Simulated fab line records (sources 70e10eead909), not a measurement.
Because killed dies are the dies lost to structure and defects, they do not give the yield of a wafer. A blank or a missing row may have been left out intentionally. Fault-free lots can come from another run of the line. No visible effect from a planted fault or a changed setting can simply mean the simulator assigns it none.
Comparing a struck lot with a sound one -- flow nand-harc -- 12 steps out of a route of 1159
Sound: wafers L237.1, L237.2, L237.6. Struck: wafers L248.1, L248.5, L248.6. The cause is given at the end.
Per side, at each step with rows, come the tool, then ch with its chambers, and then its first start. Under that, the readings that differ: sound wafers -- struck wafers -- difference of the means -- sigmas: that difference in standard deviations of wafers without a fault.
alike: readings whose means differ by less than 2 such deviations, and words and numbers that are the same on both sides. not compared: withheld readings, readings that some wafer has no value for, bounds like >300 that may hide the same value, and numbers for which the record gives no deviation and whose values overlap.
A row with sigmas, a row that says differs or no value, or rows on one side alone: a step with any of these is where the two part. Numbers that have no deviation but don't overlap get no sigmas and don't part them. A reading that every wafer of one side lacks parts them only if that side has two wafers or more.

NHARC_A_SOURCE_PLATE_THK_MEAS_09: measures by ellipsometry.
  sound: film-metro-01 at day 8 08:30; struck: film-metro-01 at day 11 00:49
  alike: thk-nm
then, 3 steps without rows for these wafers: NHARC_A_SOURCE_PLATE_PVD_04 (deposits WSi2, target thk 50 nm); NHARC_A_SOURCE_PLATE_CVD_03 (deposits poly-Si, target thk 200 nm, time 4000 s); NHARC_A_SOURCE_PLATE_ANNEAL_05 (time 1800 s).
NHARC_A_SOURCE_PLATE_THK_MEAS_06: measures by ellipsometry.
  sound: film-metro-01 at day 8 21:49; struck: film-metro-01 at day 11 14:01
  alike: thk-nm
NHARC_A_SOURCE_PLATE_INSPECT_08:
  sound: defect-inspect-02 at day 8 21:55; struck: defect-inspect-01 at day 11 14:04
  alike: raw-defect-count
next comes 1 step that has no rows for these wafers: NHARC_A_ONON_D1_DEP_00 (target thickness 1000 nm).
NHARC_A_ONON_D1_THK_MEAS_02: measures by ellipsometry.
  sound: film-metro-02 at day 8 22:31; struck: film-metro-01 at day 11 14:39
  alike: thk-nm
next comes 1 step that has no rows for these wafers: NHARC_A_ONON_D1_DEP_03 (target thickness 1000 nm).
NHARC_A_ONON_D1_THK_MEAS_05: measures by ellipsometry.
  sound: film-metro-02 at day 8 23:05; struck: film-metro-02 at day 11 15:13
  alike: thk-nm
NHARC_A_ONON_D1_DEP_06: target thk 1000 nm.
  sound on pecvd-onon-04 ch 0, day 8 23:08; struck on pecvd-onon-03, day 11 15:16
  no value came back on the struck wafers for n2-flow-sccm (sccm), n2o-flow-sccm (sccm); on the sound wafers n2-flow-sccm (sccm) reads 2747 2744 2762
-- break in the record here, with 12 days between the starts of the struck wafers on either side (left off in module A_ONON_D1, picked up again in module END, where the first step shown is number 1159 on the route) --
NHARC_END_SORT_01:
  the record has rows for the struck wafers here (prober-01 ch 0, day 24 02:15) and none for the sound ones

## WHERE THEY PART
Earliest at NHARC_A_ONON_D1_DEP_06; latest, in this record, at NHARC_END_SORT_01.

WHY: whatever the simulator had introduced
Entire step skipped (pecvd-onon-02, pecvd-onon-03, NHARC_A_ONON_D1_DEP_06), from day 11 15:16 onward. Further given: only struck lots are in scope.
